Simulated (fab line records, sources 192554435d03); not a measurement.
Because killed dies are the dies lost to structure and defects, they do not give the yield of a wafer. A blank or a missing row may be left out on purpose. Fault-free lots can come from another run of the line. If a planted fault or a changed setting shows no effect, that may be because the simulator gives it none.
Which tool did it? || flow n5 finfet || Sampling: 24 lots, 72 wafers, 4 of 1938 route steps

## WHAT EACH GAUGE READ, for each wafer
N5_BEOL_M4_OCD_MEAS_38.
{"lot": "L074", "measured": "day 8 05:53", "on": "ocd-01", "trench depth nm (nm)": "56.6 54.4 55.8"}
{"lot": "L075", "measured": "day 8 20:32", "on": "ocd-02", "trench depth nm (nm)": "54.3 55.4 56.3"}
{"lot": "L077", "measured": "day 9 04:25", "on": "ocd-01", "trench depth nm (nm)": "55.1 54.4 56.4"}
{"lot": "L076", "measured": "day 9 04:27", "on": "ocd-02", "trench depth nm (nm)": "54.4 55.4 57.3"}
{"lot": "L078", "measured": "day 9 07:30", "on": "ocd-01", "trench depth nm (nm)": "54.8 54.3 55.1"}
{"lot": "L079", "measured": "day 9 09:34", "on": "ocd-02", "trench depth nm (nm)": "53.8 54.6 55.0"}
{"lot": "L080", "measured": "day 9 18:18", "on": "ocd-02", "trench depth nm (nm)": "56.1 54.6 56.5"}
{"lot": "L081", "measured": "day 10 04:25", "on": "ocd-01", "trench depth nm (nm)": "56.2 55.2 56.0"}
{"lot": "L083", "measured": "day 10 14:37", "on": "ocd-02", "trench depth nm (nm)": "55.3 55.2 54.7"}
{"lot": "L082", "measured": "day 10 15:10", "on": "ocd-02", "trench depth nm (nm)": "55.9 55.5 55.3"}
{"lot": "L084", "measured": "day 11 09:59", "on": "ocd-01", "trench depth nm (nm)": "54.7 56.1 56.1"}
{"lot": "L085", "measured": "day 11 13:44", "on": "ocd-02", "trench depth nm (nm)": "55.2 55.0 54.0"}
{"lot": "L086", "measured": "day 11 16:43", "on": "ocd-01", "trench depth nm (nm)": "56.4 54.8 53.6"}
{"lot": "L087", "measured": "day 11 17:05", "on": "ocd-01", "trench depth nm (nm)": "55.1 56.7 55.9"}
{"lot": "L089", "measured": "day 11 21:56", "on": "ocd-01", "trench depth nm (nm)": "55.6 56.8 54.1"}
{"lot": "L088", "measured": "day 12 02:29", "on": "ocd-01", "trench depth nm (nm)": "54.9 55.4 56.2"}
{"lot": "L090", "measured": "day 12 09:44", "on": "ocd-02", "trench depth nm (nm)": "56.1 56.2 55.4"}
{"lot": "L092", "measured": "day 12 14:36", "on": "ocd-02", "trench depth nm (nm)": "54.9 56.5 57.1"}
{"lot": "L091", "measured": "day 12 19:16", "on": "ocd-02", "trench depth nm (nm)": "55.9 54.4 55.1"}
{"lot": "L094", "measured": "day 13 06:04", "on": "ocd-01", "trench depth nm (nm)": "55.9 54.7 57.4"}
{"lot": "L093", "measured": "day 13 15:23", "on": "ocd-02", "trench depth nm (nm)": "55.3 56.0 55.1"}
{"lot": "L095", "measured": "day 13 16:17", "on": "ocd-02", "trench depth nm (nm)": "56.7 55.9 57.5"}
{"lot": "L096", "measured": "day 13 23:57", "on": "ocd-02", "trench depth nm (nm)": "55.2 56.3 56.6"}
{"lot": "L097", "measured": "day 14 04:31", "on": "ocd-01", "trench depth nm (nm)": "54.5 53.9 55.2"}

N5_BEOL_M4_CD_MEAS_35: target cd 18 nm, target cd y 22.4 nm.
{"lot": "L074", "measured": "day 8 06:09", "on": "cd sem-01", "cd nm (nm)": "17.7 17.9 17.7"}
{"lot": "L075", "measured": "day 8 20:41", "on": "cd sem-01", "cd nm (nm)": "17.7 17.5 18.0"}
{"lot": "L077", "measured": "day 9 04:34", "on": "cd sem-03", "cd nm (nm)": "17.8 17.9 18.0"}
{"lot": "L076", "measured": "day 9 04:39", "on": "cd sem-01", "cd nm (nm)": "18.1 17.8 18.0"}
{"lot": "L078", "measured": "day 9 07:40", "on": "cd sem-01", "cd nm (nm)": "17.9 17.6 17.6"}
{"lot": "L079", "measured": "day 9 09:43", "on": "cd sem-03", "cd nm (nm)": "17.3 18.1 17.9"}
{"lot": "L080", "measured": "day 9 18:27", "on": "cd sem-01", "cd nm (nm)": "17.9 17.8 18.2"}
{"lot": "L081", "measured": "day 10 04:34", "on": "cd sem-01", "cd nm (nm)": "17.7 17.9 18.0"}
{"lot": "L083", "measured": "day 10 14:46", "on": "cd sem-03", "cd nm (nm)": "17.8 18.0 17.9"}
{"lot": "L082", "measured": "day 10 15:25", "on": "cd sem-01", "cd nm (nm)": "18.1 17.7 17.8"}
{"lot": "L084", "measured": "day 11 10:08", "on": "cd sem-03", "cd nm (nm)": "17.6 17.7 17.4"}
{"lot": "L085", "measured": "day 11 13:53", "on": "cd sem-02", "cd nm (nm)": "17.7 18.4 18.3"}
{"lot": "L086", "measured": "day 11 16:52", "on": "cd sem-03", "cd nm (nm)": "18.3 18.1 17.7"}
{"lot": "L087", "measured": "day 11 17:16", "on": "cd sem-03", "cd nm (nm)": "18.6 18.7 18.5"}
{"lot": "L089", "measured": "day 11 22:05", "on": "cd sem-03", "cd nm (nm)": "17.9 17.9 18.4"}
{"lot": "L088", "measured": "day 12 02:38", "on": "cd sem-02", "cd nm (nm)": "17.9 17.8 18.3"}
{"lot": "L090", "measured": "day 12 09:53", "on": "cd sem-03", "cd nm (nm)": "18.0 18.0 18.4"}
{"lot": "L092", "measured": "day 12 14:45", "on": "cd sem-02", "cd nm (nm)": "18.0 18.2 18.2"}
{"lot": "L091", "measured": "day 12 19:26", "on": "cd sem-03", "cd nm (nm)": "18.1 17.8 18.2"}
{"lot": "L094", "measured": "day 13 06:14", "on": "cd sem-03", "cd nm (nm)": "18.2 18.5 18.5"}
{"lot": "L093", "measured": "day 13 15:32", "on": "cd sem-02", "cd nm (nm)": "18.2 17.8 17.7"}
{"lot": "L095", "measured": "day 13 16:26", "on": "cd sem-02", "cd nm (nm)": "17.8 18.0 17.7"}
{"lot": "L096", "measured": "day 14 00:06", "on": "cd sem-01", "cd nm (nm)": "17.5 18.1 18.0"}
{"lot": "L097", "measured": "day 14 04:40", "on": "cd sem-03", "cd nm (nm)": "17.8 18.4 17.7"}

N5_BEOL_M5_CD_MEAS_11 targets a cd of 27.74 nm.
{"lot": "L074", "measured": "day 8 14:16", "on": "cd sem-01", "cd nm (nm)": "28.35 28.00 28.41"}
{"lot": "L075", "measured": "day 9 04:22", "on": "cd sem-03", "cd nm (nm)": "28.03 28.18 27.83"}
{"lot": "L077", "measured": "day 9 11:05", "on": "cd sem-02", "cd nm (nm)": "28.16 28.18 27.95"}
{"lot": "L076", "measured": "day 9 11:20", "on": "cd sem-01", "cd nm (nm)": "28.30 27.83 27.86"}
{"lot": "L078", "measured": "day 9 18:26", "on": "cd sem-02", "cd nm (nm)": "28.54 28.03 28.37"}
{"lot": "L079", "measured": "day 9 19:19", "on": "cd sem-02", "cd nm (nm)": "28.13 27.77 28.42"}
{"lot": "L080", "measured": "day 10 02:23", "on": "cd sem-03", "cd nm (nm)": "27.88 28.19 28.07"}
{"lot": "L081", "measured": "day 10 10:56", "on": "cd sem-03", "cd nm (nm)": "27.84 27.67 28.31"}
{"lot": "L083", "measured": "day 10 21:23", "on": "cd sem-01", "cd nm (nm)": "27.98 27.98 27.56"}
{"lot": "L082", "measured": "day 10 23:40", "on": "cd sem-01", "cd nm (nm)": "27.94 28.06 28.17"}
{"lot": "L084", "measured": "day 11 17:11", "on": "cd sem-01", "cd nm (nm)": "27.91 27.54 28.08"}
{"lot": "L085", "measured": "day 11 21:11", "on": "cd sem-02", "cd nm (nm)": "28.32 28.27 28.69"}
{"lot": "L086", "measured": "day 11 23:41", "on": "cd sem-01", "cd nm (nm)": "27.63 27.78 28.12"}
{"lot": "L087", "measured": "day 12 02:12", "on": "cd sem-01", "cd nm (nm)": "28.02 28.05 27.95"}
{"lot": "L089", "measured": "day 12 06:38", "on": "cd sem-01", "cd nm (nm)": "28.25 28.17 28.37"}
{"lot": "L088", "measured": "day 12 10:05", "on": "cd sem-03", "cd nm (nm)": "27.62 28.02 27.85"}
{"lot": "L090", "measured": "day 12 18:43", "on": "cd sem-02", "cd nm (nm)": "27.68 27.97 27.82"}
{"lot": "L092", "measured": "day 12 23:04", "on": "cd sem-03", "cd nm (nm)": "28.00 27.96 27.86"}
{"lot": "L091", "measured": "day 13 02:18", "on": "cd sem-03", "cd nm (nm)": "28.32 28.03 28.15"}
{"lot": "L094", "measured": "day 13 19:17", "on": "cd sem-03", "cd nm (nm)": "27.95 27.98 28.05"}
{"lot": "L093", "measured": "day 13 23:49", "on": "cd sem-03", "cd nm (nm)": "27.90 28.07 28.02"}
{"lot": "L095", "measured": "day 14 00:01", "on": "cd sem-02", "cd nm (nm)": "28.13 27.85 27.72"}
{"lot": "L096", "measured": "day 14 10:14", "on": "cd sem-01", "cd nm (nm)": "27.80 27.63 27.53"}
{"lot": "L097", "measured": "day 14 10:45", "on": "cd sem-02", "cd nm (nm)": "27.85 27.94 27.84"}

## EACH LOT AND THE TOOL THAT RAN IT (in order: tool; ch and the chambers of the sampled wafers; start)
{"lot": "L074", "N5_BEOL_M4_SPUTTER_92": "pvd sputter-01, day 8 08:45"}
{"lot": "L075", "N5_BEOL_M4_SPUTTER_92": "pvd sputter-02, day 8 23:35"}
{"lot": "L077", "N5_BEOL_M4_SPUTTER_92": "pvd sputter-02, day 9 06:37"}
{"lot": "L076", "N5_BEOL_M4_SPUTTER_92": "pvd sputter-01, day 9 06:40"}
{"lot": "L078", "N5_BEOL_M4_SPUTTER_92": "pvd sputter-02, day 9 10:36"}
{"lot": "L079", "N5_BEOL_M4_SPUTTER_92": "pvd sputter-02, day 9 14:32"}
{"lot": "L080", "N5_BEOL_M4_SPUTTER_92": "pvd sputter-03, day 9 21:28"}
{"lot": "L081", "N5_BEOL_M4_SPUTTER_92": "pvd sputter-01, day 10 06:58"}
{"lot": "L083", "N5_BEOL_M4_SPUTTER_92": "pvd sputter-01, day 10 17:06"}
{"lot": "L082", "N5_BEOL_M4_SPUTTER_92": "pvd sputter-03, day 10 17:34"}
{"lot": "L084", "N5_BEOL_M4_SPUTTER_92": "pvd sputter-03, day 11 12:35"}
{"lot": "L085", "N5_BEOL_M4_SPUTTER_92": "pvd sputter-01, day 11 16:05"}
{"lot": "L086", "N5_BEOL_M4_SPUTTER_92": "pvd sputter-02, day 11 19:08"}
{"lot": "L087", "N5_BEOL_M4_SPUTTER_92": "pvd sputter-01, day 11 20:49"}
{"lot": "L089", "N5_BEOL_M4_SPUTTER_92": "pvd sputter-01, day 12 00:47"}
{"lot": "L088", "N5_BEOL_M4_SPUTTER_92": "pvd sputter-03, day 12 05:12"}
{"lot": "L090", "N5_BEOL_M4_SPUTTER_92": "pvd sputter-02, day 12 12:20"}
{"lot": "L092", "N5_BEOL_M4_SPUTTER_92": "pvd sputter-03, day 12 17:04"}
{"lot": "L091", "N5_BEOL_M4_SPUTTER_92": "pvd sputter-02, day 12 21:42"}
{"lot": "L094", "N5_BEOL_M4_SPUTTER_92": "pvd sputter-03, day 13 08:34"}
{"lot": "L093", "N5_BEOL_M4_SPUTTER_92": "pvd sputter-01, day 13 17:38"}
{"lot": "L095", "N5_BEOL_M4_SPUTTER_92": "pvd sputter-01, day 13 19:28"}
{"lot": "L096", "N5_BEOL_M4_SPUTTER_92": "pvd sputter-01, day 14 02:45"}
{"lot": "L097", "N5_BEOL_M4_SPUTTER_92": "pvd sputter-02, day 14 06:50"}
- N5_BEOL_M4_SPUTTER_92: material Cu, target thk 4.5 nm, time 8.29 s.

## WHAT THE TOOLS THEMSELVES READ (means of the sampled wafers that have a number; where no wafer has one, the mark that the record gives instead)
N5_BEOL_M4_SPUTTER_92.
{"lot": "L074", "tool": "pvd sputter-01", "throttle valve pct (%)": 30.5}
{"lot": "L075", "tool": "pvd sputter-02", "throttle valve pct (%)": 30.0}
{"lot": "L077", "tool": "pvd sputter-02", "throttle valve pct (%)": 30.5}
{"lot": "L076", "tool": "pvd sputter-01", "throttle valve pct (%)": 30.5}
{"lot": "L078", "tool": "pvd sputter-02", "throttle valve pct (%)": 29.1}
{"lot": "L079", "tool": "pvd sputter-02", "throttle valve pct (%)": 29.5}
{"lot": "L080", "tool": "pvd sputter-03", "throttle valve pct (%)": 29.7}
{"lot": "L081", "tool": "pvd sputter-01", "throttle valve pct (%)": 29.8}
{"lot": "L083", "tool": "pvd sputter-01", "throttle valve pct (%)": 29.7}
{"lot": "L082", "tool": "pvd sputter-03", "throttle valve pct (%)": 30.2}
{"lot": "L084", "tool": "pvd sputter-03", "throttle valve pct (%)": 29.7}
{"lot": "L085", "tool": "pvd sputter-01", "throttle valve pct (%)": 29.7}
{"lot": "L086", "tool": "pvd sputter-02", "throttle valve pct (%)": 29.4}
{"lot": "L087", "tool": "pvd sputter-01", "throttle valve pct (%)": 30.4}
{"lot": "L089", "tool": "pvd sputter-01", "throttle valve pct (%)": 30.5}
{"lot": "L088", "tool": "pvd sputter-03", "throttle valve pct (%)": 30.7}
{"lot": "L090", "tool": "pvd sputter-02", "throttle valve pct (%)": 30.5}
{"lot": "L092", "tool": "pvd sputter-03", "throttle valve pct (%)": 30.1}
{"lot": "L091", "tool": "pvd sputter-02", "throttle valve pct (%)": 29.4}
{"lot": "L094", "tool": "pvd sputter-03", "throttle valve pct (%)": 29.7}
{"lot": "L093", "tool": "pvd sputter-01", "throttle valve pct (%)": 29.9}
{"lot": "L095", "tool": "pvd sputter-01", "throttle valve pct (%)": 29.8}
{"lot": "L096", "tool": "pvd sputter-01", "throttle valve pct (%)": 29.6}
{"lot": "L097", "tool": "pvd sputter-02", "throttle valve pct (%)": 28.7}

## THE ANSWER, worked out from the rows above alone
Rule: the usual values come from the lots themselves. Put in order of their means at a reading, lots are off if they are a third of the lots or fewer, leave a main group of 4 or more, and stand apart from it by a gap of 3 or more times the standard deviation of the main group's means; of several such gaps the widest counts. Not used: any main group whose means are identical at the precision the tables above print for the reading. A lot without any number at a reading at which 4 lots or more have one is off too. All remaining lots with rows at the step are treated as sound. First the gauges in route order, then the tools' own readings, where a lot's mean is used as printed above. The first step at which some lot is off is used, and at that step the reading that is off furthest; a lot without a number counts as furthest.
No lot is off at any reading shown: from this, nothing can be told.

## WHAT THE SIMULATOR PUT IN
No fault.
